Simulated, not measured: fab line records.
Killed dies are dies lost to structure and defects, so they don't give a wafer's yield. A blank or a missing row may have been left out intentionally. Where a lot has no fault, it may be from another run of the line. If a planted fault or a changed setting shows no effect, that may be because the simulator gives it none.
Which tool is to blame? + flow n5 finfet + Sampling: 10 lots, 27 wafers, 5 of 1938 route steps

== WHAT THE GAUGES SHOWED, per wafer ==
N5_FIN_SAQP_OVL_MEAS_17. Usual: for FIN_CORE_OVL the level is 0.1 nm and the standard deviation is 0.86.
| lot  | measured    | on         | FIN_CORE_OVL (nm) | flag |
|------|-------------|------------|-------------------|------|
| L422 | day 1 21:10 | overlay-01 | 0.7 0.0 0.2       |      |
| L423 | day 2 03:08 | overlay-01 | 0.6 1.0 -1.3      |      |
| L430 | day 3 21:50 | overlay-01 | 0.2 1.1           |      |
| L432 | day 4 09:43 | overlay-01 | -1.1 -0.5         |      |
| L433 | day 4 15:35 | overlay-01 | 0.0 1.5           |      |
| L440 | day 6 09:53 | overlay-01 | 0.2 -0.3 -0.2     |      |
| L441 | day 6 15:17 | overlay-01 | -0.5 0.5 0.2      |      |
| L442 | day 6 21:47 | overlay-01 | -0.6 -1.9 -0.7    |      |
| L443 | day 7 03:44 | overlay-01 | 0.4 -0.4 0.9      |      |
| L444 | day 7 09:41 | overlay-02 | -0.5 -0.3 -0.3    |      |

N5_FIN_SAQP_INSPECT_18: inspects for defects (brightfield). Usual: raw defect count at 419, with a standard deviation of 110.
| lot  | measured    | on                | raw defect count | flag |
|------|-------------|-------------------|------------------|------|
| L422 | day 1 21:11 | defect inspect-01 | 385 635 673      |      |
| L423 | day 2 03:10 | defect inspect-02 | 549 270 471      |      |
| L430 | day 3 21:51 | defect inspect-01 | 335 316          |      |
| L432 | day 4 09:44 | defect inspect-02 | 328 318          |      |
| L433 | day 4 15:37 | defect inspect-02 | 280 287          |      |
| L440 | day 6 09:55 | defect inspect-02 | 343 495 478      |      |
| L441 | day 6 15:19 | defect inspect-02 | 429 318 480      |      |
| L442 | day 6 21:49 | defect inspect-02 | 291 334 370      |      |
| L443 | day 7 03:46 | defect inspect-02 | 419 551 397      |      |
| L444 | day 7 09:43 | defect inspect-02 | 418 359 451      |      |

N5_BEOL_M4_RC_MEAS_101. Usual: DIBL_N 36.7 mV/V, standard deviation 1.8; DIBL_P 37.0 mV/V, standard deviation 2.4; IOFF_N 0.17 nA/um, standard deviation 0.036; IOFF_P 0.22 nA/um, standard deviation 0.042; ION_N 673 uA/um, standard deviation 12; ION_P 462 uA/um, standard deviation 8.5; SS_N 71.7 mV/dec, standard deviation 0.62; SS_P 73.4 mV/dec, standard deviation 0.65; VT_N 250 mV, standard deviation 3.7; VT_P -250 mV, standard deviation 3.7.
| lot  | measured     | on        | DIBL_N (mV/V)  | DIBL_P (mV/V)  | IOFF_N (nA/um) | IOFF_P (nA/um) | ION_N (uA/um) | ION_P (uA/um) | SS_N (mV/dec)  | SS_P (mV/dec)  | VT_N (mV)   | VT_P (mV)      | flag |
|------|--------------|-----------|----------------|----------------|----------------|----------------|---------------|---------------|----------------|----------------|-------------|----------------|------|
| L422 | day 8 22:50  | prober-01 | 38.0 36.5 37.5 | 39.7 37.5 39.1 | 0.19 0.16 0.18 | 0.24 0.20 0.23 | 682 676 678   | 462 460 458   | 72.3 71.0 71.5 | 73.6 73.5 74.0 | 247 250 248 | -250 -252 -251 |      |
| L423 | day 8 20:34  | prober-02 | 38.5 38.2 37.8 | 39.0 39.0 37.4 | 0.19 0.21 0.19 | 0.25 0.24 0.22 | 671 675 667   | 461 460 457   | 71.5 71.9 72.0 | 73.3 74.6 73.4 | 250 245 250 | -250 -250 -249 |      |
| L430 | day 10 17:55 | prober-02 | 38.2 37.5      | 38.3 37.9      | 0.18 0.17      | 0.20 0.21      | 672 670       | 456 451       | 72.0 71.7      | 73.1 73.3      | 248 247     | -255 -251      |      |
| L432 | day 10 23:44 | prober-01 | 34.9 35.9      | 35.6 35.9      | 0.12 0.13      | 0.18 0.19      | 649 659       | 449 455       | 71.2 71.2      | 73.3 73.3      | 256 251     | -251 -254      |      |
| L433 | day 10 21:39 | prober-02 | 37.7 37.2      | 38.3 36.4      | 0.19 0.16      | 0.25 0.21      | 701 689       | 479 470       | 72.2 71.9      | 74.6 73.1      | 247 248     | -247 -250      |      |
| L440 | day 12 23:07 | prober-02 | 38.5 36.2 35.7 | 35.5 32.7 33.9 | 0.19 0.14 0.16 | 0.22 0.17 0.20 | 677 662 686   | 463 453 471   | 73.4 71.1 71.4 | 73.6 72.6 72.8 | 249 253 250 | -246 -251 -249 |      |
| L441 | day 13 12:44 | prober-02 | 39.0 38.3 39.3 | 38.1 37.9 38.2 | 0.20 0.18 0.21 | 0.21 0.22 0.22 | 679 678 677   | 459 469 456   | 72.0 72.0 72.1 | 72.6 73.0 73.0 | 248 247 248 | -252 -251 -249 |      |
| L442 | day 13 12:33 | prober-01 | 35.7 36.7 32.1 | 34.9 36.2 30.0 | 0.15 0.17 0.10 | 0.19 0.22 0.14 | 678 686 662   | 461 464 456   | 71.4 71.0 70.7 | 73.1 73.8 72.4 | 251 250 256 | -249 -249 -255 |      |
| L443 | day 13 14:30 | prober-02 | 38.1 39.6 37.0 | 36.4 38.4 35.7 | 0.17 0.20 0.15 | 0.25 0.29 0.23 | 687 671 683   | 471 462 470   | 71.4 72.5 70.7 | 73.9 73.2 73.3 | 247 250 249 | -248 -247 -248 |      |
| L444 | day 14 18:44 | prober-02 | 37.6 36.9 36.6 | 38.4 37.5 37.7 | 0.18 0.16 0.16 | 0.24 0.22 0.23 | 684 671 676   | 467 460 469   | 72.0 71.8 71.8 | 72.7 73.1 73.9 | 248 249 249 | -250 -254 -251 |      |

== TOOL THAT RAN EACH LOT (tool first, then ch and the chambers of the sampled wafers, then the start) ==
| lot  | N5_FIN_SAQP_MANDREL_ETCH_22     | N5_FIN_SAQP_ETCH_57               |
|------|---------------------------------|-----------------------------------|
| L422 | rie si-05 ch 1,2, day 1 21:30   | rie diel-01 ch 0,1,2, day 1 23:31 |
| L423 | rie si-05 ch 0,1,2, day 2 03:29 | rie diel-02 ch 0,1,2, day 2 05:22 |
| L430 | rie si-05 ch 1,2, day 3 22:10   | rie diel-02 ch 0, day 4 00:02     |
| L432 | rie si-05 ch 0,1, day 4 10:03   | rie diel-01 ch 0,2, day 4 12:20   |
| L433 | rie si-05 ch 0,1, day 4 16:07   | rie diel-04 ch 0,3, day 4 17:59   |
| L440 | rie si-02 ch 0,3, day 6 10:19   | rie diel-01 ch 0,1, day 6 12:29   |
| L441 | rie si-02 ch 0,2,3, day 6 15:40 | rie diel-02 ch 2,3, day 6 17:45   |
| L442 | rie si-02 ch 1,3, day 6 22:08   | rie diel-04 ch 0,1,3, day 6 23:59 |
| L443 | rie si-02 ch 1,2,3, day 7 04:10 | rie diel-04 ch 0,1,3, day 7 06:02 |
| L444 | rie si-02 ch 1,3, day 7 10:22   | rie diel-04 ch 0,2, day 7 12:22   |
- N5_FIN_SAQP_MANDREL_ETCH_22: etches a-Si in HBr/Cl2, stops on SiNx, target depth 60 nm, bt time 10 s, time 30 s.
- N5_FIN_SAQP_ETCH_57: etches SiNx in CH3F/O2, target depth 32.5 nm, time 46.4 s.

== AS READ BY THE TOOLS THEMSELVES (means over the sampled wafers that have a number; for cases with no such wafer, the mark the record gives instead) ==
N5_FIN_SAQP_MANDREL_ETCH_22. Usual: drypump motor current A 5.7 A, standard deviation 0.38; oes product au 0.766 a.u., standard deviation 0.014; throttle valve pct 35.4 %, standard deviation 0.37.
| lot  | tool      | drypump motor current A (A) | oes product au (a.u.) | throttle valve pct (%) | flag |
|------|-----------|-----------------------------|-----------------------|------------------------|------|
| L422 | rie si-05 | 5.9                         | 0.769                 | 35.7                   |      |
| L423 | rie si-05 | 5.8                         | 0.763                 | 35.7                   |      |
| L430 | rie si-05 | 5.8                         | 0.773                 | 35.6                   |      |
| L432 | rie si-05 | 5.6                         | 0.762                 | 35.5                   |      |
| L433 | rie si-05 | 5.6                         | 0.769                 | 35.5                   |      |
| L440 | rie si-02 | 5.7                         | 0.789                 | 35.3                   |      |
| L441 | rie si-02 | 5.6                         | 0.766                 | 35.1                   |      |
| L442 | rie si-02 | 6.0                         | 0.773                 | 35.7                   |      |
| L443 | rie si-02 | 5.8                         | 0.760                 | 35.5                   |      |
| L444 | rie si-02 | 5.8                         | 0.774                 | 35.7                   |      |

N5_FIN_SAQP_ETCH_57. Usual: O2_flow_sccm 20.00 sccm, standard deviation 0.059; drypump motor current A 5.7 A, standard deviation 0.43; etch rf on time s 46.4 s, standard deviation 1.1; oes product au 0.67 a.u., standard deviation 0.078; rf vpp V 296 V, standard deviation 5.6; showerhead plenum p Torr 2.01 Torr, standard deviation 0.074; throttle valve pct 16.29 %, standard deviation 0.18.
| lot  | tool        | O2_flow_sccm (sccm) | drypump motor current A (A) | etch rf on time s (s) | oes product au (a.u.) | rf vpp V (V) | showerhead plenum p Torr (Torr) | throttle valve pct (%) | flag |
|------|-------------|---------------------|-----------------------------|-----------------------|-----------------------|--------------|---------------------------------|------------------------|------|
| L422 | rie diel-01 | 20.03               | 5.5                         | 47.4                  | 0.62                  | 301          | 1.96                            | 16.47                  |      |
| L423 | rie diel-02 | 19.98               | 5.6                         | 46.2                  | 0.67                  | 292          | 1.96                            | 16.30                  |      |
| L430 | rie diel-02 | 19.98               | 5.3                         | 46.8                  | 0.65                  | 294          | 2.01                            | 16.22                  |      |
| L432 | rie diel-01 | 20.01               | 5.7                         | 45.4                  | 0.73                  | 303          | 2.08                            | 16.29                  |      |
| L433 | rie diel-04 | 20.00               | 5.8                         | 47.3                  | 0.63                  | 298          | 1.95                            | 16.30                  |      |
| L440 | rie diel-01 | 20.04               | 5.2                         | 46.4                  | 0.61                  | 302          | 1.97                            | 16.48                  |      |
| L441 | rie diel-02 | 20.04               | 5.8                         | 46.9                  | 0.59                  | 290          | 1.96                            | 16.51                  |      |
| L442 | rie diel-04 | 19.96               | 6.0                         | 46.6                  | 0.70                  | 296          | 2.06                            | 16.25                  |      |
| L443 | rie diel-04 | 20.02               | 6.0                         | 46.7                  | 0.70                  | 295          | 2.06                            | 16.25                  |      |
| L444 | rie diel-04 | 20.01               | 5.7                         | 46.1                  | 0.78                  | 299          | 2.07                            | 16.04                  |      |

== THE ANSWER, worked out from the rows above alone ==
Rule: take the mean of a lot's wafers that have a number; if it is more than 3 standard deviations from the usual mean, the lot is off. A lot without any number at a reading at which 4 lots or more have one is off too. Any other lot the step has rows for is counted as sound. The gauges are gone through in route order, then the tools' own readings, and for those a lot's mean is taken as printed above. At the first step where some lot is off, the reading lying furthest off is the one used; lots without a number count as furthest.
No lot is off on any of the readings shown, so nothing can be concluded from this.

== WHAT HAD BEEN PUT IN BY THE SIMULATOR ==
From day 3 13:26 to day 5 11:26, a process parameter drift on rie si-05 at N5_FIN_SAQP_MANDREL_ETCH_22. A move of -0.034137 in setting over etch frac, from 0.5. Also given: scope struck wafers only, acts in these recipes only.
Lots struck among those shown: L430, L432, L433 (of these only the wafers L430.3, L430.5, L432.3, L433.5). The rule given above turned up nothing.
